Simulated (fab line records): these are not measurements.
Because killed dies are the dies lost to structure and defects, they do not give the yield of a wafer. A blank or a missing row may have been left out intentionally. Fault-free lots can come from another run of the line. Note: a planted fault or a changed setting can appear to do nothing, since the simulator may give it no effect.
fab line records	flow n5-finfet
[record] lots = 15	wafers = 41	last-day = 18
route steps=1938 shown BEOL_M3@948
lots untouched by any fault: they come from a run of this same line in which no faults occurred
start-h: start of the lot's first displayed wafer, in hours after the record's first day	wait-h: how many hours have passed since the lot's step before this one	" as in the row above	L1.1+2: several wafers, shown together as one row	- value missing, or start not given	* or withheld: withheld	< > ~ a bound
route shown NAME@n: a module of which the file shows steps, and the number in the route of the first	usual: mean/standard deviation of fault-free wafers	same: alike in all rows	chamber/n: place in a boat	sites: readings site by site	_std_site: how widely they spread, as a standard deviation	_edge_site: outer sites' mean less inner sites'	radius-mm: for every site, how far away it sits from the centre of the wafer	mask NAME#n: copy n	behind: tool/chamber where the wafer was last shaped	hold: why the lot went on hold/how many hours it stayed there/how the hold came to an end	device: the n, p or np transistor that did not switch	end of line: the same wafers' tests at the end of the route	where a step has no rows: the recipe by itself	killed: dies that structure and defects cost at the first sort, which is not the same as the wafer's yield	map: the dies of a wafer, with x for killed, . for not killed, _ for no die there
set.NAME: the run value of the setting; set.NAME@STEP: its run value at that earlier step	model.NAME: the simulator's own value behind a step, which no gauge read
a sample of lots followed through the steps of the route, with each step as a table and each wafer as a row
services: from which hour (start-h, from the record's first day; less than 0 if before it) a tool's chamber was out of use, for how many hours, and why
[[steps]]
[step N5_BEOL_M3_ETCH_74]
[recipe] chemistry = N2/H2	target = underlayer	target-depth-a = 65	mask-material = CAR-EUV	time-s = 5.2	ion-energy-ev = 200	pressure-mtorr = 30	source-w = 840	bias-w = 150	n2-flow-sccm = 200	h2-flow-sccm = 200	ends = cleared
[usual] drypump-motor-current-A = 5.9/0.34	etch-rf-on-time-s = 5.18/0.19	oes-product-au = 0.68/0.079	rf-vpp-V = 523/3.2	showerhead-plenum-p-Torr = 2.49/0.1	throttle-valve-pct = 17.76/0.29
lot.wafer	tool	chamber	start-h	wait-h	drypump-motor-current-A	etch-rf-on-time-s	oes-product-au	rf-hours-counter-h	rf-vpp-V	showerhead-plenum-p-Torr	throttle-valve-pct
L805.1	rie-diel-04	1	142.40	0.0	6.2	5.65	0.61	155	526	2.62	17.51
L805.2	"	2	"	"	6.1	5.40	0.58	236	525	2.61	18.06
L805.3	"	0	"	"	5.4	5.31	0.64	153	520	2.42	17.58
L806.1	rie-diel-03	0	148.61	0.0	5.8	4.93	0.78	24	524	2.59	18.01
L806.4	"	1	"	"	5.6	5.12	0.64	181	521	2.42	18.08
L806.6	"	1	"	"	5.6	5.13	0.62	-	521	2.42	18.10
L807.3	rie-diel-03	0	163.23	0.0	5.9	4.90	0.78	28	525	2.59	18.02
L807.4	"	3	"	"	5.5	5.21	0.61	231	522	2.40	17.72
L807.5	"	0	"	"	5.9	4.93	0.77	-	526	2.59	18.03
L814.1	rie-diel-03	3	197.16	0.0	5.5	5.19	0.59	242	518	2.40	17.75
L814.3	"	0	"	"	5.8	4.97	0.75	39	525	2.58	18.06
L814.4	"	1	"	"	5.6	5.00	0.63	-	520	2.41	18.10
L813.1	rie-diel-03	3	199.28	0.0	5.5	5.22	0.58	243	517	2.40	17.75
L813.4	"	0	"	"	5.8	4.93	0.77	-	526	2.58	18.05
L813.6	"	3	"	"	5.5	5.18	0.59	-	522	2.40	17.75
L815.1	rie-diel-04	0	208.12	0.0	5.4	5.25	0.63	176	519	2.41	17.63
L815.4	"	3	"	"	5.6	5.19	0.66	-	518	2.34	17.53
L815.6	"	1	"	"	6.1	5.61	0.61	-	525	2.61	17.56
L817.3	rie-diel-04	3	230.80	0.0	5.6	5.21	0.66	133	517	2.34	17.52
L817.4	"	2	"	"	6.1	5.27	0.79	7	524	2.60	17.67
L817.6	"	1	"	"	6.1	5.67	0.59	-	528	2.60	17.55
L819.3	rie-diel-03	1	238.55	0.0	5.6	5.09	0.62	208	518	2.41	18.13
L819.4	"	2	"	"	6.6	5.15	0.81	-	520	2.47	17.16
L819.5	"	1	"	"	5.6	5.06	0.62	-	523	2.41	18.16
L820.4	rie-diel-03	2	240.50	0.0	6.5	5.19	0.79	-	522	2.47	17.16
L820.5	"	0	"	"	5.8	4.96	0.72	-	523	2.57	18.10
L821.2	rie-diel-04	2	245.98	0.0	6.1	5.16	0.79	12	527	2.60	17.68
L821.3	"	0	"	"	5.4	5.14	0.62	187	519	2.41	17.64
L823.3	rie-diel-03	2	256.74	0.0	6.5	5.11	0.79	18	522	2.47	17.17
L823.4	"	3	"	"	5.5	5.14	0.80	4	529	2.71	17.33
L825.2	rie-diel-04	2	264.60	0.0	6.0	5.25	0.78	19	526	2.59	17.68
L825.5	"	2	"	"	6.0	5.22	0.79	-	524	2.60	17.69
L826.1	rie-diel-03	2	282.10	0.0	6.6	5.11	0.78	25	523	2.47	17.19
L826.4	"	1	"	"	5.6	5.02	0.62	220	519	2.40	18.16
L826.6	"	3	"	"	5.5	5.18	0.78	-	531	2.71	17.34
L827.1	rie-diel-03	1	288.45	0.0	5.6	4.99	0.61	222	520	2.40	18.18
L827.4	"	2	"	"	6.6	5.09	0.78	-	521	2.47	17.20
L827.6	"	2	"	"	6.5	5.02	0.78	-	522	2.47	17.16
L828.2	rie-diel-03	3	293.69	0.0	5.5	5.15	0.78	13	528	2.71	17.34
L828.5	"	0	"	"	5.8	5.00	0.72	-	524	2.57	18.09
L828.6	"	3	"	"	5.5	5.26	0.78	-	529	2.71	17.34
[step N5_BEOL_M3_STRIP_66]
[recipe] chemistry = CF4	resist = SiARC	power-w = 300	bias-power-w = 75	pressure-mtorr = 50	cf4-flow-sccm = 150	rf-frequency-hz = 6e+07
[usual] drypump-motor-current-A = 5.8/0.34	oes-product-au = 0.78/0.085	rf-vpp-V = 270.5/1.7	showerhead-plenum-p-Torr = 1.77/0.069	throttle-valve-pct = 13.56/0.26
lot.wafer	tool	chamber	start-h	wait-h	drypump-motor-current-A	oes-product-au	rf-hours-counter-h	rf-vpp-V	showerhead-plenum-p-Torr	throttle-valve-pct
L805.1	rie-diel-04	1	142.57	0.0	6.2	0.76	155	272.5	1.86	13.45
L805.2	"	2	"	"	6.1	0.70	237	271.4	1.82	13.84
L805.3	"	0	"	"	5.4	0.75	153	270.3	1.73	13.44
L806.1	rie-diel-03	0	148.79	0.0	5.8	0.87	25	271.4	1.86	13.66
L806.4	"	1	"	"	5.6	0.74	181	269.3	1.73	13.88
L806.6	"	1	"	"	5.6	0.73	-	269.9	1.73	13.90
L807.3	rie-diel-03	0	163.41	0.0	5.8	0.87	28	271.6	1.85	13.69
L807.4	"	3	"	"	5.5	0.69	231	269.8	1.69	13.50
L807.5	"	0	"	"	5.8	0.87	-	270.7	1.85	13.67
L814.1	rie-diel-03	3	197.33	0.0	5.5	0.69	242	269.4	1.69	13.51
L814.3	"	0	"	"	5.8	0.86	39	272.3	1.85	13.71
L814.4	"	1	"	"	5.6	0.72	-	267.6	1.73	13.93
L813.1	rie-diel-03	3	199.45	0.0	5.5	0.68	243	268.5	1.69	13.52
L813.4	"	0	"	"	5.8	0.85	-	272.2	1.85	13.73
L813.6	"	3	"	"	5.5	0.68	-	268.0	1.69	13.53
L815.1	rie-diel-04	0	208.29	0.0	5.4	0.74	176	269.0	1.72	13.49
L815.4	"	3	"	"	5.6	0.77	-	267.8	1.67	13.31
L815.6	"	1	"	"	6.1	0.73	-	272.1	1.86	13.51
L817.3	rie-diel-04	3	230.97	0.0	5.6	0.76	133	268.3	1.66	13.34
L817.4	"	2	"	"	6.1	0.93	7	272.1	1.82	13.29
L817.6	"	1	"	"	6.2	0.73	-	272.9	1.86	13.52
L819.3	rie-diel-03	1	238.73	0.0	5.6	0.71	208	268.9	1.72	13.94
L819.4	"	2	"	"	6.5	0.93	-	270.2	1.77	13.12
L819.5	"	1	"	"	5.6	0.71	-	270.6	1.72	13.94
L820.4	rie-diel-03	2	240.67	0.0	6.5	0.92	-	269.0	1.77	13.12
L820.5	"	0	"	"	5.8	0.82	-	272.6	1.85	13.75
L821.2	rie-diel-04	2	246.15	0.0	6.1	0.92	12	269.6	1.82	13.31
L821.3	"	0	"	"	5.4	0.73	187	270.1	1.72	13.52
L823.3	rie-diel-03	2	256.92	0.0	6.5	0.91	18	271.6	1.77	13.13
L823.4	"	3	"	"	5.5	0.94	4	274.4	1.89	12.99
L825.2	rie-diel-04	2	264.77	0.0	6.0	0.90	19	271.5	1.81	13.33
L825.5	"	2	"	"	6.0	0.90	-	272.5	1.81	13.34
L826.1	rie-diel-03	2	282.27	0.0	6.5	0.90	25	270.4	1.77	13.15
L826.4	"	1	"	"	5.6	0.71	220	268.6	1.72	13.95
L826.6	"	3	"	"	5.5	0.91	-	273.6	1.89	12.99
L827.1	rie-diel-03	1	288.71	0.0	5.6	0.71	223	268.4	1.72	13.98
L827.4	"	2	"	"	6.5	0.90	-	269.6	1.77	13.14
L827.6	"	2	"	"	6.5	0.89	-	270.2	1.77	13.15
L828.2	rie-diel-03	3	293.87	0.0	5.5	0.89	13	273.9	1.89	13.00
L828.5	"	0	"	"	5.8	0.81	-	270.0	1.84	13.77
L828.6	"	3	"	"	5.5	0.90	-	274.3	1.89	13.00
[step N5_BEOL_M3_EXPOSE_25]
[recipe] mask-id = V2	na = 0.33	source-shape = quasar	sigma-inner = 0.2	sigma-outer = 0.8	polarization = unpolarized	defocus-nm = 5	dose-mj = 63
[usual] dipole-opening-deg = 30/0	exposure-dose-mJ-cm2 = 62.95/0.12
lot.wafer	tool	chamber	start-h	wait-h	mask	dipole-opening-deg	exposure-dose-mJ-cm2
L805.1	euv-scanner-01	0	142.97	-	V2#0	30	63.07
L805.2	"	0	"	"	V2#0	30	63.00
L805.3	"	0	"	"	V2#0	30	63.03
L806.1	euv-scanner-01	0	149.18	-	V2#0	30	63.02
L806.4	"	0	"	"	V2#0	30	63.01
L806.6	"	0	"	"	V2#0	30	62.92
L807.3	euv-scanner-02	0	168.39	-	V2#0	30	62.86
L807.4	"	0	"	"	V2#0	30	62.92
L807.5	"	0	"	"	V2#0	30	62.83
L814.1	euv-scanner-01	-	197.94	-	V2#0	-	-
L814.3	"	-	"	"	V2#0	-	-
L814.4	"	-	"	"	V2#0	-	-
L813.1	euv-scanner-02	-	200.06	-	V2#0	-	-
L813.4	"	-	"	"	V2#0	-	-
L813.6	"	-	"	"	V2#0	-	-
L815.1	euv-scanner-01	-	208.82	-	V2#0	-	-
L815.4	"	-	"	"	V2#0	-	-
L815.6	"	-	"	"	V2#0	-	-
L817.3	euv-scanner-01	0	231.39	-	V2#0	30	63.05
L817.4	"	0	"	"	V2#0	30	63.10
L817.6	"	0	"	"	V2#0	30	63.02
L819.3	euv-scanner-01	0	239.14	-	V2#0	30	62.97
L819.4	"	0	"	"	V2#0	30	62.95
L819.5	"	0	"	"	V2#0	30	63.03
L820.4	euv-scanner-01	0	241.16	-	V2#0	30	63.10
L820.5	"	0	"	"	V2#0	30	63.04
L821.2	euv-scanner-02	0	246.68	-	V2#0	30	62.74
L821.3	"	0	"	"	V2#0	30	62.77
L823.3	euv-scanner-01	0	257.46	-	V2#0	30	62.99
L823.4	"	0	"	"	V2#0	30	63.02
L825.2	euv-scanner-01	0	265.21	-	V2#0	30	63.09
L825.5	"	0	"	"	V2#0	30	63.09
L826.1	euv-scanner-01	0	282.67	-	V2#0	30	63.09
L826.4	"	0	"	"	V2#0	30	63.01
L826.6	"	0	"	"	V2#0	30	63.08
L827.1	euv-scanner-02	0	289.30	-	V2#0	30	62.80
L827.4	"	0	"	"	V2#0	30	62.76
L827.6	"	0	"	"	V2#0	30	62.68
L828.2	euv-scanner-01	0	294.43	-	V2#0	30	63.11
L828.5	"	0	"	"	V2#0	30	63.03
L828.6	"	0	"	"	V2#0	30	63.08
[step N5_BEOL_M3_DESCUM_33]
[recipe] chemistry = O2	time-s = 7	source-power-w = 50	bias-power-w = 20	pressure-mtorr = 20	rf-frequency-hz = 2.712e+07	temp-c = 40	resist = CAR-EUV	o2-flow-sccm = 225
[usual] drypump-motor-current-A = 5.9/0.33	oes-product-au = 0.79/0.089	rf-vpp-V = 242.6/1.7	showerhead-plenum-p-Torr = 2.06/0.086	throttle-valve-pct = 20.34/0.24
lot.wafer	tool	chamber	start-h	wait-h	drypump-motor-current-A	oes-product-au	rf-hours-counter-h	rf-vpp-V	showerhead-plenum-p-Torr	throttle-valve-pct
L805.1	rie-diel-03	0	143.33	0.1	5.9	0.90	23	244.2	2.13	20.55
L805.2	"	2	"	"	6.5	0.70	241	244.9	2.08	20.44
L805.3	"	1	"	"	5.6	0.74	179	242.7	2.00	20.76
L806.1	rie-diel-03	3	149.45	0.0	5.5	0.70	227	241.3	1.97	20.22
L806.4	"	2	"	"	6.5	0.69	243	243.8	2.08	20.44
L806.6	"	2	"	"	6.5	0.69	-	241.7	2.08	20.45
L807.3	rie-diel-04	1	168.64	0.0	6.2	0.75	164	244.2	2.19	20.36
L807.4	"	3	"	"	5.6	0.79	110	241.4	1.95	20.22
L807.5	"	3	"	"	5.6	0.80	-	240.2	1.95	20.23
L814.1	rie-diel-04	3	198.27	0.1	5.7	0.79	121	241.6	1.95	20.24
L814.3	"	1	"	"	6.2	0.73	175	244.4	2.18	20.37
L814.4	"	0	"	"	5.4	0.75	-	241.8	1.97	20.01
L813.1	rie-diel-03	1	200.33	0.0	5.6	0.72	197	240.5	1.99	20.80
L813.4	"	3	"	"	5.5	0.70	-	240.6	1.97	20.22
L813.6	"	0	"	"	5.8	0.85	-	243.2	2.13	20.57
L815.1	rie-diel-04	3	209.10	0.0	5.6	0.77	125	240.6	1.95	20.24
L815.4	"	3	"	"	5.6	0.78	-	240.8	1.95	20.25
L815.6	"	0	"	"	5.4	0.74	-	243.6	1.97	20.00
L817.3	rie-diel-03	0	231.64	0.0	5.8	0.85	52	244.2	2.12	20.59
L817.4	"	3	"	"	5.5	0.68	249	240.9	1.96	20.24
L817.6	"	3	"	"	5.5	0.69	-	239.7	1.96	20.23
L819.3	rie-diel-04	3	239.39	0.0	5.6	0.77	137	242.5	1.94	20.27
L819.4	"	0	"	"	5.4	0.74	185	241.6	1.97	20.03
L819.5	"	1	"	"	6.1	0.73	-	244.3	2.18	20.40
L820.4	rie-diel-04	0	241.43	0.1	5.4	0.74	185	240.5	1.97	20.04
L820.5	"	1	"	"	6.2	0.73	-	245.3	2.18	20.41
L821.2	rie-diel-04	1	246.94	0.0	6.2	0.72	191	244.3	2.18	20.40
L821.3	"	3	"	"	5.7	0.77	139	240.2	1.94	20.26
L823.3	rie-diel-04	3	257.73	0.0	5.6	0.77	144	240.7	1.94	20.28
L823.4	"	3	"	"	5.7	0.77	-	239.1	1.94	20.29
L825.2	rie-diel-06	2	265.63	0.2	5.9	0.90	15	244.4	2.11	19.99
L825.5	"	1	"	"	6.2	0.86	-	242.8	2.04	20.54
L826.1	rie-diel-06	1	282.97	0.1	6.2	0.85	60	243.1	2.04	20.56
L826.4	"	3	"	"	6.0	0.73	161	241.0	2.02	20.62
L826.6	"	3	"	"	5.9	0.74	-	241.4	2.02	20.62
L827.1	rie-diel-06	2	289.57	0.0	5.9	0.88	22	244.0	2.11	19.99
L827.4	"	3	"	"	6.0	0.74	162	241.8	2.02	20.62
L827.6	"	2	"	"	5.9	0.89	-	243.2	2.11	20.00
L828.2	rie-diel-03	1	295.10	0.4	5.5	0.70	225	240.8	1.99	20.82
L828.5	"	2	"	"	6.6	0.91	-	243.8	2.07	20.14
L828.6	"	3	"	"	5.5	0.92	-	245.2	2.22	19.85
[[services]]
tool	chamber	start-h	hours	kind
euv-scanner-01	-	119.35	0.1	repair
euv-scanner-01	-	136.34	4.6	pm
rie-diel-04	-	136.74	2.8	pm
rie-diel-04	2	157.46	2.1	repair
euv-scanner-01	-	168.38	1.0	pm
euv-scanner-02	-	174.00	1.0	pm
rie-diel-03	2	175.53	-	clean
rie-diel-03	2	175.53	-	consumable-replace:focus-ring
rie-diel-03	2	175.53	31.8	scheduled-down
rie-diel-03	2	175.53	31.8	vent-cycle
rie-diel-06	2	178.37	10.6	repair
rie-diel-06	-	201.59	2.8	pm
rie-diel-04	0	209.83	5.8	repair
euv-scanner-01	-	224.27	1.0	pm
euv-scanner-02	-	230.15	1.0	pm
rie-diel-03	3	233.72	-	clean
rie-diel-03	3	233.72	-	consumable-replace:focus-ring
rie-diel-03	3	233.72	-	consumable-replace:showerhead
rie-diel-04	0	250.43	17.9	repair
euv-scanner-02	-	266.90	5.8	pm
rie-diel-03	-	267.61	2.8	pm
euv-scanner-01	-	280.43	1.0	pm
rie-diel-03	3	285.89	4.9	repair
euv-scanner-02	-	286.30	1.0	pm
[[key]]
[first-sign] step = N5_BEOL_M3_EXPOSE_25	reading = tool-record	direction = missing
effect none on later readings
met-at N5_BEOL_M3_EXPOSE_25
struck-lots L813,L814,L815
later-rows-left-out L813.1,L813.4,L813.6,L814.1,L814.3,L814.4,L815.1,L815.4,L815.6
sort-left-out L813.1,L813.4,L813.6,L814.1,L814.3,L814.4,L815.1,L815.4,L815.6
not-acting-at N5_BEOL_M3_ETCH_74,N5_BEOL_M3_STRIP_66,N5_BEOL_M3_DESCUM_33
onset-between 168.39 197.94
[fault] kind = skipped-step-whole	tool = euv-scanner-01,euv-scanner-02	chamber = -	onset-h = 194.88	steps = N5_BEOL_M3_EXPOSE_25	scope = struck-lots-only
// sort-left-out: the simulated sort isn't trusted on such a fault, so these wafers' sort isn't shown, and their yield isn't known
// later-rows-left-out: the simulator's readings of these wafers behind a module that went badly wrong aren't trusted and aren't shown, but for the sort
